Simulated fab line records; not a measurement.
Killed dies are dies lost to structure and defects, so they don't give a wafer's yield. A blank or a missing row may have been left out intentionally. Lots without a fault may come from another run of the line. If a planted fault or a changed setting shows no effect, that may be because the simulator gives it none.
fab line records	flow nand_harc
record: lots: 11	wafers: 33	last_day: 34
route steps=1302 shown A_BLC@1132 A_M0@1150 END@1302
lots that met no fault: taken from a fault-free run of the same line
start_h: hours from the record's first day to the start of the lot's first wafer shown	wait_h: how many hours have passed since the lot's step before this one	" the same as in the row above	L1.1+2: a single row standing in for several wafers	- no value, or no start given	* or withheld: withheld	< > ~ a bound
route shown NAME@n: a module of which the file shows steps, and the number in the route of the first	usual: the fault-free wafers' mean and standard deviation	same: alike in all rows	chamber/n: place in a boat	sites: the reading at each site	_std_site: standard deviation of those values	_edge_site: inner sites' mean taken away from outer sites' mean	radius_mm: for every site, how far away it sits from the centre of the wafer	mask NAME#n: copy n	behind: the most recent tool/chamber to have shaped the wafer	hold: cause of the lot's hold/its duration in hours/its outcome	device: which transistor (n, p or np) failed to switch	end of line: the same wafers' tests at the end of the route	step lacking rows: just its recipe	killed: not the wafer's yield, but the dies lost to structure and defects at the first sort	map: a wafer's dies, marking killed ones x, the rest . and places with no die _
set.NAME: the setting the step ran with; set.NAME@STEP: the setting that earlier step ran with	model.NAME: the simulator's own value behind a step, which no gauge read
route steps across a sampled set of lots; one table per step, one row per wafer
services: the hour from which a tool's chamber was out of use, counted from the record's first day as start_h (under 0 if before that day), plus the number of hours and why
== steps ==
step: NHARC_A_BLC_CVD_24
recipe: target_thk_a: 1500	temp_c: 300	pressure_torr: 40	wf6_flow_sccm: 40	h2_flow_sccm: 1600	ar_flow_sccm: 1560	time_s: 434	material: W
usual: heater_power_w: 465/47	throttle_valve_pct: 7.93/0.24
lot.wafer	tool	chamber	start_h	wait_h	heater_power_w	throttle_valve_pct
L314.1	cvd_w-02	0	-	-	427	8.07
L314.2	"	1	"	"	427	7.87
L314.4	"	1	"	"	412	8.10
L313.1	cvd_w-02	1	-	-	418	7.93
L313.3	"	1	"	"	423	7.78
L313.4	"	0	"	"	442	7.96
L315.1	cvd_w-02	0	-	-	432	7.89
L315.2	"	1	"	"	414	7.93
L315.6	"	1	"	"	417	7.97
L319.4	cvd_w-02	1	-	-	419	8.02
L319.6	"	0	"	"	430	7.97
L319.5	"	1	"	"	422	7.93
L326.1	cvd_w-01	0	-	-	509	8.04
L326.2	"	1	"	"	536	8.03
L326.5	"	1	"	"	541	8.26
L330.3	cvd_w-02	1	-	-	411	7.36
L330.5	"	1	"	"	420	7.78
L330.6	"	0	"	"	454	7.87
L333.3	cvd_w-02	1	-	-	416	7.74
L333.4	"	0	"	"	448	8.14
L333.5	"	0	"	"	445	7.98
L331.2	cvd_w-02	0	-	-	449	7.66
L331.4	"	1	"	"	418	7.77
L331.5	"	0	"	"	456	7.96
L332.2	cvd_w-02	0	-	-	448	8.07
L332.4	"	0	"	"	444	7.75
L332.6	"	0	"	"	444	8.21
L334.2	cvd_w-02	0	-	-	437	7.84
L334.1	"	1	"	"	414	7.75
L334.5	"	0	"	"	437	8.00
L336.2	cvd_w-02	1	-	-	413	7.37
L336.3	"	1	"	"	410	7.50
L336.6	"	0	"	"	450	7.87
step: NHARC_A_M0_DESCUM_14
recipe: time_s: 3	o2_flow_sccm: 200	ar_flow_sccm: 0	bias_power_w: 0	chemistry: O2
usual: drypump_motor_current_A: 5.9/0.52	o2_flow_sccm: 200.1/0.6	oes_product_au: 1.002/0.0073	rf_vpp_V: 57.7/0.96	showerhead_plenum_p_Torr: 1.90/0.089	throttle_valve_pct: 11.311/0.0091
lot.wafer	tool	chamber	start_h	wait_h	drypump_motor_current_A	o2_flow_sccm	oes_product_au	rf_hours_counter_h	rf_vpp_V	showerhead_plenum_p_Torr	throttle_valve_pct
L314.2	rie_diel-01	3	549.68	0.1	6.6	199.7	0.995	6.1	59.9	2.05	11.323
L314.4	"	0	"	"	5.3	199.7	1.007	6.3	59.2	1.93	11.315
L314.1	"	2	"	"	5.8	200.0	1.000	6.8	57.5	1.78	11.304
L313.3	rie_diel-01	0	550.43	0.1	5.3	199.2	1.006	6.3	58.3	1.93	11.302
L313.4	"	1	"	"	6.5	200.1	0.995	6.7	57.4	1.87	11.323
L313.1	"	2	"	"	5.8	201.2	0.990	6.9	57.3	1.78	11.338
L315.1	rie_diel-11	1	566.39	0.1	6.7	200.7	1.003	7.5	56.9	1.90	11.313
L315.2	"	0	"	"	5.2	199.4	1.010	6.7	57.0	1.95	11.315
L315.6	"	1	"	"	6.6	200.0	1.003	-	58.1	1.90	11.311
L319.4	rie_diel-08	2	589.74	0.1	5.5	199.9	1.008	1.5	55.9	1.79	11.311
L319.5	"	3	"	"	5.4	200.1	0.995	-	58.3	1.94	11.297
L319.6	"	0	"	"	6.0	199.8	1.002	-	56.1	1.79	11.306
L326.2	rie_diel-01	1	653.29	0.1	6.5	200.7	1.007	4.1	57.9	1.86	11.316
L326.1	"	0	"	"	5.3	200.4	1.006	4.2	56.9	1.93	11.309
L326.5	"	2	"	"	5.8	200.6	1.003	-	58.1	1.78	11.294
L330.3	rie_diel-08	3	704.24	0.1	5.4	199.6	0.998	8.1	57.6	1.94	11.309
L330.6	"	2	"	"	5.5	200.9	0.997	-	57.1	1.79	11.317
L330.5	"	3	"	"	5.4	199.5	1.001	-	56.9	1.93	11.322
L333.3	rie_diel-11	2	710.86	0.1	5.8	199.4	0.999	6.0	57.0	1.85	11.312
L333.4	"	3	"	"	6.5	200.5	1.003	5.8	56.4	1.95	11.318
L333.5	"	2	"	"	5.8	199.5	1.011	-	57.6	1.85	11.313
L331.4	rie_diel-01	3	711.47	0.1	6.6	200.2	0.990	4.9	57.6	2.05	11.329
L331.2	"	0	"	"	5.3	200.2	1.002	7.1	59.0	1.93	11.324
L331.5	"	2	"	"	5.8	200.3	0.988	-	57.0	1.78	11.316
L332.2	rie_diel-01	2	718.74	0.1	5.8	199.6	1.005	7.5	57.2	1.78	11.296
L332.4	"	3	"	"	6.6	200.5	1.002	5.1	58.2	2.05	11.311
L332.6	"	1	"	"	6.5	199.0	1.006	-	59.9	1.86	11.306
L334.2	rie_diel-08	3	738.80	0.1	5.4	199.9	1.002	0.9	56.9	1.93	11.307
L334.1	"	0	"	"	6.0	200.2	1.008	1.7	55.4	1.78	11.294
L334.5	"	2	"	"	5.5	199.1	1.005	-	57.3	1.79	11.326
L336.2	rie_diel-08	0	762.43	0.1	6.0	200.1	0.998	2.9	57.5	1.78	11.306
L336.3	"	2	"	"	5.5	200.1	1.003	2.1	57.8	1.79	11.302
L336.6	"	3	"	"	5.4	199.2	1.006	-	58.3	1.93	11.302
step: NHARC_A_M0_ETCH_34
recipe: target_depth_a: 400	overetch_a: 120	time_s: 43.94	ion_energy_ev: 200	n2_flow_sccm: 150	h2_flow_sccm: 150	ar_flow_sccm: 0	rf_w: 400	bias_w: 150	chemistry: N2/H2
usual: drypump_motor_current_A: 5.9/0.51	oes_product_au: 1.001/0.007	rf_vpp_V: 429.9/2.6	run_length_s: 65.2/0.39	showerhead_plenum_p_Torr: 2.02/0.093	throttle_valve_pct: 14.170/0.0087
lot.wafer	tool	chamber	start_h	wait_h	drypump_motor_current_A	oes_product_au	rf_hours_counter_h	rf_vpp_V	run_length_s	showerhead_plenum_p_Torr	throttle_valve_pct
L314.4	rie_diel-01	2	549.77	0.1	5.8	0.999	6.9	426.1	65.2	1.90	14.170
L314.2	"	3	"	"	6.6	0.993	6.1	435.1	65.1	2.19	14.166
L314.1	"	1	"	"	6.5	1.005	6.6	430.3	64.7	1.99	14.175
L313.1	rie_diel-01	1	550.52	0.1	6.4	1.002	6.7	429.1	64.8	1.99	14.174
L313.4	"	2	"	"	5.8	0.992	6.9	427.2	65.5	1.90	14.164
L313.3	"	3	"	"	6.6	0.992	6.2	434.8	65.0	2.19	14.163
L315.1	rie_diel-11	2	566.48	0.1	5.8	1.015	6.9	430.0	65.0	1.98	14.171
L315.2	"	0	"	"	5.2	1.016	6.7	431.7	65.2	2.08	14.185
L315.6	"	2	"	"	5.8	1.007	-	430.3	65.2	1.98	14.169
L319.4	rie_diel-08	2	589.81	0.1	5.5	0.992	1.5	425.9	64.5	1.91	14.151
L319.6	"	3	"	"	5.4	1.000	-	432.5	65.2	2.07	14.170
L319.5	"	0	"	"	6.0	0.992	-	426.7	52.3	1.90	14.191
L326.1	rie_diel-01	1	653.40	0.1	6.4	0.987	4.1	428.6	64.6	1.99	14.164
L326.2	"	2	"	"	5.8	0.998	4.2	426.9	65.2	1.89	14.159
L326.5	"	0	"	"	5.3	1.001	-	431.4	65.2	2.06	14.176
L330.3	rie_diel-08	1	704.32	0.1	5.2	1.011	6.9	434.3	65.9	2.17	14.178
L330.5	"	3	"	"	5.4	0.994	-	430.9	65.3	2.06	14.158
L330.6	"	0	"	"	6.0	1.011	-	426.7	65.2	1.90	14.188
L333.4	rie_diel-11	3	710.95	0.1	6.5	0.991	5.8	432.7	64.7	2.08	14.172
L333.3	"	0	"	"	5.2	1.003	6.2	430.6	65.0	2.08	14.176
L333.5	"	3	"	"	6.5	1.002	-	430.0	64.7	2.08	14.172
L331.2	rie_diel-01	0	711.55	0.1	5.3	1.006	7.1	430.8	65.3	2.06	14.177
L331.4	"	3	"	"	6.6	1.002	4.9	434.0	65.1	2.19	14.157
L331.5	"	0	"	"	5.3	0.993	-	430.3	65.4	2.06	14.178
L332.4	rie_diel-01	2	718.82	0.1	5.8	1.000	7.5	427.0	65.0	1.89	14.177
L332.2	"	3	"	"	6.6	0.996	5.1	434.9	65.1	2.19	14.162
L332.6	"	0	"	"	5.4	1.000	-	430.1	65.4	2.06	14.179
L334.1	rie_diel-08	2	738.87	0.1	5.5	1.017	0.9	428.6	65.0	1.90	14.186
L334.2	"	1	"	"	5.2	1.005	1.8	435.0	65.3	2.17	14.168
L334.5	"	3	"	"	5.4	1.007	-	431.9	65.8	2.06	14.164
L336.3	rie_diel-08	2	762.53	0.1	5.5	1.004	2.1	426.2	64.3	1.90	14.156
L336.2	"	3	"	"	5.5	1.006	2.1	431.4	65.4	2.06	14.174
L336.6	"	2	"	"	5.5	0.998	-	426.2	64.3	1.90	14.171
step: NHARC_A_M0_DEGAS_28
recipe: temp_c: 250	time_s: 60
usual: heater_power_w: 326/24
lot.wafer	tool	chamber	start_h	wait_h	heater_power_w
L314.1	pvd_sputter-03	-	550.65	-	343
L314.2	"	-	"	"	325
L314.4	"	-	"	"	354
L313.3	pvd_sputter-01	-	551.40	-	326
L313.4	"	-	"	"	356
L313.1	"	-	"	"	276
L315.1	pvd_sputter-01	-	567.32	-	283
L315.2	"	-	"	"	336
L315.6	"	-	"	"	368
L319.4	pvd_sputter-03	-	590.64	-	338
L319.5	"	-	"	"	353
L319.6	"	-	"	"	315
L326.2	pvd_sputter-02	-	654.36	-	325
L326.1	"	-	"	"	319
L326.5	"	-	"	"	304
L330.3	pvd_sputter-01	-	705.20	-	354
L330.5	"	-	"	"	361
L330.6	"	-	"	"	289
L333.3	pvd_sputter-01	-	711.78	-	328
L333.4	"	-	"	"	357
L333.5	"	-	"	"	328
L331.4	pvd_sputter-02	-	712.40	-	338
L331.2	"	-	"	"	322
L331.5	"	-	"	"	324
L332.4	pvd_sputter-03	-	719.65	-	357
L332.2	"	-	"	"	303
L332.6	"	-	"	"	313
L334.1	pvd_sputter-02	-	739.70	-	336
L334.2	"	-	"	"	324
L334.5	"	-	"	"	334
L336.2	pvd_sputter-03	-	763.39	-	336
L336.3	"	-	"	"	310
L336.6	"	-	"	"	341
step: NHARC_END_SORT_01
recipe: temp_c: 25
usual: defect_limited_yield: 91.9/2.7	killed_at_array: 50/18	killed_at_other: 0.8/1.1	killed_at_periphery: 4.1/2.9	killed_dies: 55/18	killed_open: 3.5/1.9	killed_short: 2.4/1.5	sort_bin_2_pct: 2.8/1.2	sort_bin_3_pct: 0.6/0.37	sort_bin_4_pct: 4.7/1.5	sort_n_pass: 622/18	sort_rim_yield_pct: 90/4.4	sort_yield_pct: 91.9/2.7
same: gross_dies: 677	sort_bin_5_pct[%]: 0	sort_bin_6_pct[%]: 0	sort_bin_7_pct[%]: 0	sort_bin_8_pct[%]: 0	sort_rim_n_gross: 106.00
lot.wafer	tool	chamber	start_h	wait_h	defect_limited_yield[%]	killed_at_array	killed_at_other	killed_at_periphery	killed_dies	killed_open	killed_short	sort_bin_2_pct[%]	sort_bin_3_pct[%]	sort_bin_4_pct[%]	sort_n_pass	sort_rim_yield_pct[%]	sort_yield_pct[%]
L313.1	prober-02	0	591.72	2.5	91.0	60	0	1	61	6	0	4.6	0.6	3.8	616	89	91.0
L313.3	prober-02	0	593.35	3.1	91.0	56	0	5	61	5	0	3.5	1.2	4.3	616	88	91.0
L313.4	prober-02	0	594.16	3.4	89.7	66	2	2	70	2	3	2.7	1.3	6.4	607	82	89.7
L314.1	prober-01	0	591.79	2.5	93.1	39	0	8	47	6	3	1.9	0.4	4.6	630	93	93.1
L314.2	prober-01	0	592.59	2.8	93.5	37	1	6	44	6	1	1.3	0.3	4.9	633	92	93.5
L314.4	prober-01	0	594.19	3.4	93.9	36	1	4	41	1	5	2.7	0.4	3.0	636	92	93.9
L315.1	prober-02	0	603.76	2.5	88.6	75	0	2	77	5	3	5.0	0.9	5.5	600	86	88.6
L315.2	prober-02	0	604.57	2.8	89.4	69	0	3	72	2	2	3.5	0.9	6.2	605	87	89.4
L315.6	prober-02	0	607.78	4.0	89.7	69	0	1	70	3	3	3.8	1.0	5.5	607	86	89.7
L319.4	prober-02	0	633.75	3.4	85.4	84	1	14	99	6	1	6.6	1.2	6.8	578	78	85.4
L319.5	prober-02	0	634.56	3.7	88.0	80	0	1	81	2	1	4.7	0.9	6.4	596	84	88.0
L319.6	prober-02	0	635.37	4.0	87.6	76	0	8	84	5	5	3.7	0.7	8.0	593	86	87.6
L326.1	prober-01	0	696.32	2.5	86.9	83	0	6	89	2	0	3.2	1.2	8.7	588	81	86.9
L326.2	prober-01	0	697.12	2.8	84.0	101	0	7	108	4	2	6.2	1.5	8.3	569	81	84.0
L326.5	prober-01	0	699.53	3.7	85.2	99	0	1	100	3	2	6.1	1.0	7.7	577	77	85.2
L333.3	prober-02	0	748.45	3.1	93.2	40	0	6	46	3	3	1.5	0.3	5.0	631	90	93.2
L333.4	prober-02	0	749.24	3.4	94.8	30	1	4	35	2	0	1.6	0.9	2.7	642	94	94.8
L333.5	prober-02	0	750.04	3.7	95.7	27	0	2	29	1	2	1.6	0	2.7	648	96	95.7
L330.3	prober-01	0	748.46	3.1	91.1	54	1	5	60	2	5	2.8	0.7	5.3	617	90	91.1
L330.5	prober-01	0	750.03	3.6	91.6	53	1	3	57	1	0	1.9	0.6	5.9	620	90	91.6
L330.6	prober-01	0	750.81	3.9	90.7	62	0	1	63	3	3	3.0	0.4	5.9	614	88	90.7
L331.2	prober-01	0	755.43	2.8	92.0	50	1	3	54	4	1	3.7	0.9	3.4	623	90	92.0
L331.4	prober-01	0	757.01	3.4	89.4	69	0	3	72	6	4	3.4	0.9	6.4	605	88	89.4
L331.5	prober-01	0	757.81	3.7	90.7	61	0	2	63	4	0	3.4	0.4	5.5	614	86	90.7
L332.2	prober-01	0	763.18	2.8	90.5	54	2	8	64	2	3	2.5	0.9	6.1	613	89	90.5
L332.4	prober-01	0	764.80	3.4	88.9	57	4	14	75	6	2	2.8	1.2	7.1	602	89	88.9
L332.6	prober-01	0	766.41	4.0	91.1	51	1	8	60	3	1	3.0	1.0	4.9	617	89	91.1
L334.1	prober-02	0	780.14	2.5	93.2	43	1	2	46	2	4	2.7	0.7	3.4	631	92	93.2
L334.2	prober-02	0	780.95	2.8	93.2	42	0	4	46	3	2	2.7	0.3	3.8	631	92	93.2
L334.5	prober-02	0	783.36	3.7	93.4	44	0	1	45	3	0	2.4	0.1	4.1	632	91	93.4
L336.2	prober-02	0	802.35	2.8	94.4	35	1	2	38	7	1	1.3	0.1	4.1	639	92	94.4
L336.3	prober-02	0	803.14	3.1	94.1	36	2	2	40	3	2	1.8	0.3	3.8	637	95	94.1
L336.6	prober-02	0	805.51	4.0	94.1	35	1	4	40	2	4	2.2	0.1	3.5	637	90	94.1
killed by level:class
L313.1 A_CHANNEL_HOLE_D2:chamber_film_flake=26 A_CHANNEL_HOLE_D1:chamber_film_flake=15 A_CONTACT:chamber_film_flake=9 A_STAIRCASE:chamber_film_flake=3 A_CHANNEL_HOLE_D1:geometric_particle:open=2 P_CONTACT:geometric_particle:open=1 A_DECK1_JOINT:geometric_particle:open=1 A_ONON_D2:geometric_particle:open=1
L314.1 A_SLIT:chamber_film_flake=20 A_CHANNEL_HOLE_D2:chamber_film_flake=6 P_STI:chamber_film_flake=3 P_M0:geometric_particle:open=2 A_ONON_D1:geometric_particle:open=2 A_CHANNEL_HOLE_D1:chamber_film_flake=2 A_ONON_D1:geometric_particle:short=1 A_CHANNEL_FILL_D1:geometric_particle:short=1
L314.2 A_SLIT:chamber_film_flake=20 A_CHANNEL_HOLE_D2:chamber_film_flake=7 P_BONDPAD:chamber_film_flake=3 A_BLC:geometric_particle:open=2 A_CHANNEL_HOLE_D1:chamber_film_flake=2 A_CONTACT:chamber_film_flake=2 P_GATE:geometric_particle:open=1 P_CONTACT:geometric_particle:open=1
L313.3 A_CHANNEL_HOLE_D2:chamber_film_flake=18 A_CHANNEL_HOLE_D1:chamber_film_flake=16 A_CONTACT:chamber_film_flake=6 A_STAIRCASE:chamber_film_flake=4 A_CHANNEL_FILL_D2:chamber_film_flake=3 P_CONTACT:geometric_particle:open=2 A_DECK1_JOINT:chamber_film_flake=2 A_SGD_CUT:chamber_film_flake=2
L313.4 A_CHANNEL_HOLE_D1:chamber_film_flake=23 A_CHANNEL_HOLE_D2:chamber_film_flake=19 A_CONTACT:chamber_film_flake=8 A_CHANNEL_FILL_D2:chamber_film_flake=4 A_STAIRCASE:chamber_film_flake=4 A_CHANNEL_FILL_D2:geometric_particle:short=2 A_SGD_CUT:chamber_film_flake=2 THIN_TSV:chamber_film_flake=2
L314.4 A_SLIT:chamber_film_flake=21 A_CHANNEL_HOLE_D2:chamber_film_flake=4 A_CONTACT:chamber_film_flake=3 A_ONON_D2:geometric_particle:short=2 A_DECK1_JOINT:chamber_film_flake=2 P_GATE:geometric_particle:short=1 P_GATE:geometric_particle:open=1 A_ONON_D1:geometric_particle:short=1
L315.1 A_CHANNEL_HOLE_D2:chamber_film_flake=26 A_SLIT:chamber_film_flake=26 A_CONTACT:chamber_film_flake=9 A_CHANNEL_HOLE_D1:chamber_film_flake=3 A_STAIRCASE:chamber_film_flake=3 A_ONON_D1:geometric_particle:open=2 P_GATE:geometric_particle:open=1 A_ONON_D1:geometric_particle:short=1
L315.2 A_CHANNEL_HOLE_D2:chamber_film_flake=34 A_SLIT:chamber_film_flake=27 A_STAIRCASE:chamber_film_flake=2 A_CONTACT:chamber_film_flake=2 P_CONTACT:geometric_particle:short=1 P_CONTACT:geometric_particle:open=1 A_ONON_D1:geometric_particle:open=1 A_M0:geometric_particle:short=1
L315.6 A_CHANNEL_HOLE_D2:chamber_film_flake=31 A_SLIT:chamber_film_flake=23 A_CHANNEL_HOLE_D1:chamber_film_flake=5 A_CONTACT:chamber_film_flake=3 A_ONON_D1:geometric_particle:short=1 A_CHANNEL_FILL_D2:geometric_particle:open=1 A_WL_FILL:geometric_particle:short=1 A_CONTACT:geometric_particle:open=1
L319.4 A_SLIT:chamber_film_flake=32 A_CHANNEL_HOLE_D2:chamber_film_flake=26 A_CHANNEL_HOLE_D1:chamber_film_flake=16 P_GATE:chamber_film_flake=8 A_STAIRCASE:chamber_film_flake=3 A_CONTACT:chamber_film_flake=3 P_CONTACT:chamber_film_flake=2 P_STI:geometric_particle:short=1
L319.5 A_SLIT:chamber_film_flake=30 A_CHANNEL_HOLE_D1:chamber_film_flake=21 A_CHANNEL_HOLE_D2:chamber_film_flake=18 A_CONTACT:chamber_film_flake=5 A_WL_FILL:chamber_film_flake=3 A_ONON_D2:geometric_particle:open=1 A_CHANNEL_FILL_D2:geometric_particle:short=1 A_BLC:geometric_particle:open=1
L319.6 A_SLIT:chamber_film_flake=24 A_CHANNEL_HOLE_D2:chamber_film_flake=19 A_CHANNEL_HOLE_D1:chamber_film_flake=15 P_GATE:chamber_film_flake=5 A_CONTACT:chamber_film_flake=3 A_CHANNEL_FILL_D1:geometric_particle:short=2 A_ZERO_WELL:chamber_film_flake=2 P_GATE:geometric_particle:open=1
L326.1 A_SLIT:chamber_film_flake=27 A_CHANNEL_HOLE_D1:chamber_film_flake=21 A_CHANNEL_HOLE_D2:chamber_film_flake=21 P_STI:chamber_film_flake=3 A_M1:chamber_film_flake=3 A_CONTACT:chamber_film_flake=3 P_M1:chamber_film_flake=2 A_WL_FILL:chamber_film_flake=2
L326.2 A_SLIT:chamber_film_flake=38 A_CHANNEL_HOLE_D1:chamber_film_flake=34 A_CHANNEL_HOLE_D2:chamber_film_flake=18 A_M1:chamber_film_flake=4 P_M1:chamber_film_flake=3 P_CONTACT:geometric_particle:open=2 P_STI:chamber_film_flake=2 A_ONON_D1:geometric_particle:short=1
L326.5 A_SLIT:chamber_film_flake=33 A_CHANNEL_HOLE_D1:chamber_film_flake=27 A_CHANNEL_HOLE_D2:chamber_film_flake=22 A_STAIRCASE:chamber_film_flake=6 A_DECK1_JOINT:chamber_film_flake=2 A_CONTACT:chamber_film_flake=2 A_M1:chamber_film_flake=2 A_DECK1_JOINT:geometric_particle:open=1
L333.3 A_CHANNEL_HOLE_D1:chamber_film_flake=18 P_BONDPAD:chamber_film_flake=5 A_SLIT:chamber_film_flake=5 A_CHANNEL_FILL_D2:chamber_film_flake=4 A_CHANNEL_HOLE_D2:chamber_film_flake=3 A_SGD_CUT:geometric_particle:open=2 A_STAIRCASE:chamber_film_flake=2 P_STI:geometric_particle:short=1
L330.3 A_SLIT:chamber_film_flake=28 A_CHANNEL_HOLE_D1:chamber_film_flake=15 A_CONTACT:chamber_film_flake=6 A_WL_FILL:geometric_particle:short=2 P_BONDPAD:chamber_film_flake=2 P_M1:geometric_particle:open=1 P_M1:geometric_particle:short=1 A_ONON_D2:geometric_particle:short=1
L333.4 A_CHANNEL_HOLE_D1:chamber_film_flake=17 A_BONDPAD:chamber_film_flake=6 A_SLIT:chamber_film_flake=3 P_BONDPAD:chamber_film_flake=3 A_SOURCE_PLATE:geometric_particle:open=1 A_ONON_D1:geometric_particle:open=1 P_GATE:chamber_film_flake=1 A_CHANNEL_HOLE_D2:chamber_film_flake=1
L330.5 A_SLIT:chamber_film_flake=33 A_CHANNEL_HOLE_D1:chamber_film_flake=13 A_CONTACT:chamber_film_flake=4 P_GATE:chamber_film_flake=2 A_STAIRCASE:chamber_film_flake=2 A_CONTACT:geometric_particle:open=1 P_STI:chamber_film_flake=1 THIN_TSV:chamber_film_flake=1
L333.5 A_CHANNEL_HOLE_D1:chamber_film_flake=13 A_CHANNEL_HOLE_D2:chamber_film_flake=5 A_SLIT:chamber_film_flake=4 A_ONON_D2:geometric_particle:short=2 A_STAIRCASE:chamber_film_flake=2 P_GATE:geometric_particle:open=1 P_BONDPAD:chamber_film_flake=1 A_M1:chamber_film_flake=1
L330.6 A_SLIT:chamber_film_flake=31 A_CHANNEL_HOLE_D1:chamber_film_flake=20 A_CONTACT:chamber_film_flake=4 P_STI:geometric_particle:short=1 A_ONON_D1:geometric_particle:short=1 A_ONON_D1:geometric_particle:open=1 A_ONON_D2:geometric_particle:short=1 A_WL_FILL:geometric_particle:open=1
L331.2 A_SLIT:chamber_film_flake=22 A_CHANNEL_HOLE_D2:chamber_film_flake=11 A_CHANNEL_HOLE_D1:chamber_film_flake=7 A_CONTACT:chamber_film_flake=3 P_M0:geometric_particle:open=1 A_SOURCE_PLATE:geometric_particle:open=1 A_ONON_D1:geometric_particle:short=1 A_CHANNEL_FILL_D1:geometric_particle:open=1
L331.4 A_SLIT:chamber_film_flake=30 A_CHANNEL_HOLE_D2:chamber_film_flake=17 A_CHANNEL_HOLE_D1:chamber_film_flake=8 A_CONTACT:chamber_film_flake=3 A_CHANNEL_FILL_D2:geometric_particle:short=2 A_WL_FILL:geometric_particle:open=2 A_CONTACT:geometric_particle:open=2 P_GATE:geometric_particle:open=1
L331.5 A_SLIT:chamber_film_flake=25 A_CHANNEL_HOLE_D2:chamber_film_flake=20 A_CONTACT:chamber_film_flake=5 A_CHANNEL_HOLE_D1:chamber_film_flake=5 A_STAIRCASE:chamber_film_flake=2 P_M0:geometric_particle:open=1 A_CHANNEL_FILL_D2:geometric_particle:open=1 A_CONTACT:geometric_particle:open=1
L332.2 A_CHANNEL_HOLE_D1:chamber_film_flake=25 A_CONTACT:chamber_film_flake=8 A_CHANNEL_HOLE_D2:chamber_film_flake=7 P_GATE:chamber_film_flake=3 P_CONTACT:chamber_film_flake=3 A_CHANNEL_FILL_D2:chamber_film_flake=3 A_STAIRCASE:chamber_film_flake=3 A_CHANNEL_FILL_D2:geometric_particle:open=2
L332.4 A_CHANNEL_HOLE_D1:chamber_film_flake=34 A_CHANNEL_HOLE_D2:chamber_film_flake=8 P_CONTACT:chamber_film_flake=6 A_CONTACT:chamber_film_flake=5 THIN_TSV:chamber_film_flake=4 P_CONTACT:geometric_particle:open=3 A_CHANNEL_FILL_D2:chamber_film_flake=2 P_M1:geometric_particle:open=2
L332.6 A_CHANNEL_HOLE_D1:chamber_film_flake=26 A_SLIT:chamber_film_flake=8 A_CONTACT:chamber_film_flake=6 P_CONTACT:chamber_film_flake=4 A_CHANNEL_FILL_D1:geometric_particle:open=3 P_GATE:chamber_film_flake=2 A_CHANNEL_HOLE_D2:chamber_film_flake=2 A_CHANNEL_FILL_D2:chamber_film_flake=2
L334.1 A_SLIT:chamber_film_flake=32 A_CHANNEL_HOLE_D1:chamber_film_flake=2 P_STI:geometric_particle:open=1 A_CHANNEL_FILL_D2:geometric_particle:short=1 A_STAIRCASE:geometric_particle:short=1 A_WL_FILL:geometric_particle:short=1 A_M0:geometric_particle:open=1 A_M0:geometric_particle:short=1
L334.2 A_SLIT:chamber_film_flake=30 A_CHANNEL_HOLE_D1:unspecified=3 A_CONTACT:chamber_film_flake=3 A_CHANNEL_HOLE_D1:chamber_film_flake=2 A_CHANNEL_HOLE_D2:chamber_film_flake=2 P_CONTACT:geometric_particle:open=1 P_M0:geometric_particle:open=1 P_M2:geometric_particle:open=1
L334.5 A_SLIT:chamber_film_flake=27 A_CONTACT:chamber_film_flake=5 A_STAIRCASE:chamber_film_flake=3 A_CHANNEL_HOLE_D1:unspecified=2 A_CHANNEL_HOLE_D1:chamber_film_flake=2 A_DECK1_JOINT:chamber_film_flake=2 P_M1:geometric_particle:open=1 A_CONTACT:geometric_particle:open=1
L336.2 A_CHANNEL_HOLE_D1:chamber_film_flake=18 A_CONTACT:chamber_film_flake=6 A_SLIT:chamber_film_flake=4 P_CONTACT:geometric_particle:open=2 A_ONON_D1:geometric_particle:open=1 A_DECK1_JOINT:geometric_particle:open=1 A_WL_FILL:geometric_particle:short=1 A_WL_FILL:geometric_particle:open=1
L336.3 A_CHANNEL_HOLE_D1:chamber_film_flake=14 A_SLIT:chamber_film_flake=8 A_CONTACT:chamber_film_flake=6 A_STAIRCASE:chamber_film_flake=4 A_CHANNEL_FILL_D2:geometric_particle:short=2 THIN_TSV:chamber_film_flake=2 P_CONTACT:geometric_particle:open=1 P_M0:geometric_particle:open=1
L336.6 A_CHANNEL_HOLE_D1:chamber_film_flake=19 A_SLIT:chamber_film_flake=6 A_CONTACT:chamber_film_flake=4 A_ONON_D2:geometric_particle:open=2 P_STI:chamber_film_flake=2 P_GATE:geometric_particle:short=1 P_M0:geometric_particle:short=1 A_CHANNEL_FILL_D2:geometric_particle:short=1
== services ==
tool	chamber	start_h	hours	kind
pvd_sputter-03	-	526.00	10.0	pm
rie_diel-11	1	526.70	4.2	repair
cvd_w-02	-	528.26	0.5	repair
pvd_sputter-03	-	543.86	1.6	repair
rie_diel-08	-	544.83	9.0	pm
rie_diel-11	0	547.79	6.7	repair
rie_diel-01	-	557.83	9.0	pm
pvd_sputter-01	-	582.00	10.0	pm
cvd_w-02	1	590.00	8.1	repair
rie_diel-11	-	606.65	0.4	repair
pvd_sputter-03	-	609.33	1.4	repair
rie_diel-11	-	609.50	9.0	pm
cvd_w-02	-	631.10	13.0	pm
rie_diel-01	3	644.26	42.2	repair
rie_diel-11	3	659.99	3.4	repair
pvd_sputter-03	-	664.78	0.7	repair
rie_diel-11	1	673.66	3.4	repair
rie_diel-08	1	689.70	9.9	repair
rie_diel-01	0	700.92	7.0	repair
pvd_sputter-03	-	704.00	10.0	pm
rie_diel-08	-	721.83	9.0	pm
rie_diel-01	-	734.83	9.0	pm
rie_diel-01	2	744.87	2.4	repair
rie_diel-08	1	758.89	9.1	repair
== key ==
first_sign: step: NHARC_A_M0_ETCH_34	reading: run_length_s	direction: down	sigmas: 33	usual: *	struck: *
effect none on later readings
met_at NHARC_A_M0_ETCH_34
struck_lots L319
struck_wafers L319.5
not_acting_at NHARC_A_BLC_CVD_24,NHARC_A_M0_DESCUM_14,NHARC_A_M0_DEGAS_28
fault: kind: process_parameter_drift	tool: rie_diel-08	chamber: 0	onset_h: 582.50	steps: NHARC_A_M0_ETCH_34	channel: time_s	offset: *	shape: step	end_h: 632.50	acts_in: *	stated: *
